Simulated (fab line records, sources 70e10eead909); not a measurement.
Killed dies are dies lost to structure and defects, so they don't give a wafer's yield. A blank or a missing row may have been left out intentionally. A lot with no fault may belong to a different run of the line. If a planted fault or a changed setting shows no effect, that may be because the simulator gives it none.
The tool behind it: which one? + flow nand-harc + 72 wafers from 24 lots sampled at 4 of the route's 1302 steps

== WHAT THE GAUGES SHOWED, per wafer ==
NHARC_A_CONTACT_INSPECT_44.
| lot  | measured     | on                | raw-defect-count |
|------|--------------|-------------------|------------------|
| L074 | day 21 19:08 | defect-inspect-02 | 104 131 121      |
| L075 | day 21 19:41 | defect-inspect-02 | 7 15 10          |
| L076 | day 22 05:47 | defect-inspect-01 | 51 50 58         |
| L077 | day 22 06:25 | defect-inspect-01 | 50 60 61         |
| L078 | day 23 00:33 | defect-inspect-02 | 53 55 69         |
| L079 | day 23 01:19 | defect-inspect-02 | 115 115 103      |
| L080 | day 23 16:52 | defect-inspect-02 | 100 131 131      |
| L081 | day 24 00:42 | defect-inspect-02 | 83 83 75         |
| L082 | day 25 04:21 | defect-inspect-02 | 127 142 144      |
| L084 | day 25 08:40 | defect-inspect-02 | 51 65 68         |
| L083 | day 25 12:29 | defect-inspect-02 | 29 35 23         |
| L085 | day 25 20:43 | defect-inspect-01 | 33 32 39         |
| L086 | day 26 18:47 | defect-inspect-02 | 74 66 66         |
| L089 | day 27 02:27 | defect-inspect-01 | 53 62 65         |
| L087 | day 27 03:27 | defect-inspect-01 | 57 85 77         |
| L088 | day 27 17:41 | defect-inspect-02 | 89 88 98         |
| L090 | day 27 20:24 | defect-inspect-01 | 131 141 134      |
| L091 | day 28 16:55 | defect-inspect-01 | 96 92 106        |
| L093 | day 28 23:07 | defect-inspect-02 | 30 23 45         |
| L092 | day 28 23:43 | defect-inspect-01 | 148 143 131      |
| L094 | day 29 09:35 | defect-inspect-02 | 29 23 29         |
| L095 | day 30 08:25 | defect-inspect-01 | 37 43 39         |
| L096 | day 30 18:39 | defect-inspect-01 | 117 103 110      |
| L097 | day 31 03:23 | defect-inspect-01 | 97 88 90         |

NHARC_A_CONTACT_CD_MEAS_53.
| lot  | measured     | on        | cd-nm (nm)        |
|------|--------------|-----------|-------------------|
| L074 | day 22 01:31 | cd-sem-01 | 289.4 290.4 290.7 |
| L075 | day 22 03:04 | cd-sem-03 | 290.2 289.8 289.8 |
| L076 | day 22 11:38 | cd-sem-01 | 289.1 289.0 289.3 |
| L077 | day 22 13:09 | cd-sem-01 | 290.2 289.7 289.7 |
| L078 | day 23 06:07 | cd-sem-03 | 289.3 289.1 288.9 |
| L079 | day 23 06:46 | cd-sem-03 | 288.6 289.6 288.8 |
| L080 | day 23 22:14 | cd-sem-01 | 287.7 287.3 287.3 |
| L081 | day 24 05:52 | cd-sem-01 | 290.0 289.3 290.3 |
| L082 | day 25 10:23 | cd-sem-01 | 287.8 287.5 287.4 |
| L084 | day 25 13:54 | cd-sem-03 | 290.5 290.3 289.6 |
| L083 | day 25 17:41 | cd-sem-02 | 288.3 288.9 288.9 |
| L085 | day 26 02:48 | cd-sem-03 | 289.5 289.6 289.4 |
| L086 | day 26 23:58 | cd-sem-03 | 289.7 288.7 288.9 |
| L089 | day 27 07:37 | cd-sem-01 | 289.1 290.0 289.6 |
| L087 | day 27 08:37 | cd-sem-02 | 289.9 288.6 289.8 |
| L088 | day 27 23:08 | cd-sem-02 | 290.1 290.8 291.1 |
| L090 | day 28 01:36 | cd-sem-02 | 289.7 289.4 289.2 |
| L091 | day 28 22:05 | cd-sem-01 | 290.2 289.4 289.3 |
| L093 | day 29 04:15 | cd-sem-03 | 290.9 290.8 290.5 |
| L092 | day 29 04:53 | cd-sem-01 | 289.8 289.8 288.9 |
| L094 | day 29 14:50 | cd-sem-03 | 290.5 290.9 290.5 |
| L095 | day 30 13:37 | cd-sem-02 | 288.9 288.8 289.0 |
| L096 | day 30 23:59 | cd-sem-01 | 289.8 289.2 289.4 |
| L097 | day 31 08:32 | cd-sem-02 | 288.9 288.9 288.8 |

== WHICH TOOL RAN EACH LOT (tool, then ch and the chambers of the sampled wafers, then the start) ==
| lot  | NHARC_A_CONTACT_ETCH_111             | NHARC_A_CONTACT_ETCH_120             |
|------|--------------------------------------|--------------------------------------|
| L074 | har-cap-etch-03 ch 0,1, day 21 21:23 | har-cap-etch-03 ch 0,1, day 21 23:28 |
| L075 | har-cap-etch-02 ch 0,1, day 21 23:45 | har-cap-etch-02 ch 0,1, day 22 01:19 |
| L076 | har-cap-etch-02 ch 0,1, day 22 07:47 | har-cap-etch-02 ch 0,1, day 22 09:52 |
| L077 | har-cap-etch-03 ch 0,1, day 22 09:01 | har-cap-etch-03 ch 0,1, day 22 11:05 |
| L078 | har-cap-etch-01 ch 0,1, day 23 02:49 | har-cap-etch-01 ch 0,1, day 23 04:23 |
| L079 | har-cap-etch-02 ch 0,1, day 23 03:22 | har-cap-etch-02 ch 0,1, day 23 04:56 |
| L080 | har-cap-etch-03 ch 0,1, day 23 18:52 | har-cap-etch-03 ch 0,1, day 23 20:37 |
| L081 | har-cap-etch-01 ch 0,1, day 24 02:37 | har-cap-etch-01 ch 0,1, day 24 04:11 |
| L082 | har-cap-etch-03 ch 0,1, day 25 06:16 | har-cap-etch-03 ch 0,1, day 25 08:22 |
| L084 | har-cap-etch-01 ch 0,1, day 25 10:38 | har-cap-etch-01 ch 0,1, day 25 12:11 |
| L083 | har-cap-etch-02 ch 0,1, day 25 14:23 | har-cap-etch-02 ch 0,1, day 25 15:56 |
| L085 | har-cap-etch-01 ch 0,1, day 25 23:04 | har-cap-etch-01 ch 0,1, day 26 00:38 |
| L086 | har-cap-etch-02 ch 0,1, day 26 20:43 | har-cap-etch-02 ch 0,1, day 26 22:17 |
| L089 | har-cap-etch-01 ch 0,1, day 27 04:23 | har-cap-etch-01 ch 0,1, day 27 05:56 |
| L087 | har-cap-etch-03 ch 0,1, day 27 05:20 | har-cap-etch-03 ch 0,1, day 27 06:54 |
| L088 | har-cap-etch-01 ch 0,1, day 27 19:55 | har-cap-etch-01 ch 0,1, day 27 21:28 |
| L090 | har-cap-etch-03 ch 0,1, day 27 22:17 | har-cap-etch-03 ch 0,1, day 27 23:51 |
| L091 | har-cap-etch-03 ch 1, day 28 18:49   | har-cap-etch-03 ch 1, day 28 20:23   |
| L093 | har-cap-etch-01 ch 0, day 29 01:01   | har-cap-etch-01 ch 0, day 29 02:34   |
| L092 | har-cap-etch-02 ch 0,1, day 29 01:38 | har-cap-etch-02 ch 0,1, day 29 03:11 |
| L094 | har-cap-etch-01 ch 0,1, day 29 11:35 | har-cap-etch-01 ch 0,1, day 29 13:10 |
| L095 | har-cap-etch-01 ch 1, day 30 10:17   | har-cap-etch-01 ch 1, day 30 11:52   |
| L096 | har-cap-etch-03 ch 0,1, day 30 20:43 | har-cap-etch-03 ch 0,1, day 30 22:17 |
| L097 | har-cap-etch-01 ch 0,1, day 31 05:16 | har-cap-etch-01 ch 0,1, day 31 06:49 |
- NHARC_A_CONTACT_ETCH_111: etches the open film in C4F8/O2/Ar, time 140 s, target depth 700 nm.
- NHARC_A_CONTACT_ETCH_120: etches the open film in C4F8/O2/Ar, time 190 s, target depth 1850 nm.

== WHAT THE TOOLS THEMSELVES READ (means of the sampled wafers that have a number; where no wafer has one, the mark that the record gives instead) ==
The record holds no such reading with a usual standard deviation.

== THE ANSWER, worked out from the rows above alone ==
Rule: the lots themselves supply what counts as usual. The widest of any qualifying gaps counts: lots, ordered by their means at a reading, are off when they make up no more than a third of the lots, leave a main group of 4 or more, and stand apart from it by 3 or more times the standard deviation of that group's means. Not used: any main group whose means are identical at the precision the tables above print for the reading. A lot without any number at a reading at which 4 lots or more have one is off too. The other lots that the step has rows for count as sound. After the gauges, taken in route order, come the tools' own readings; for these a lot's mean is taken, as printed above. At the first step where some lot is off, the reading lying furthest off is the one used; lots without a number count as furthest.
None of the lots is off at any reading shown; this tells nothing.

== WHAT THE SIMULATOR HAD PUT IN ==
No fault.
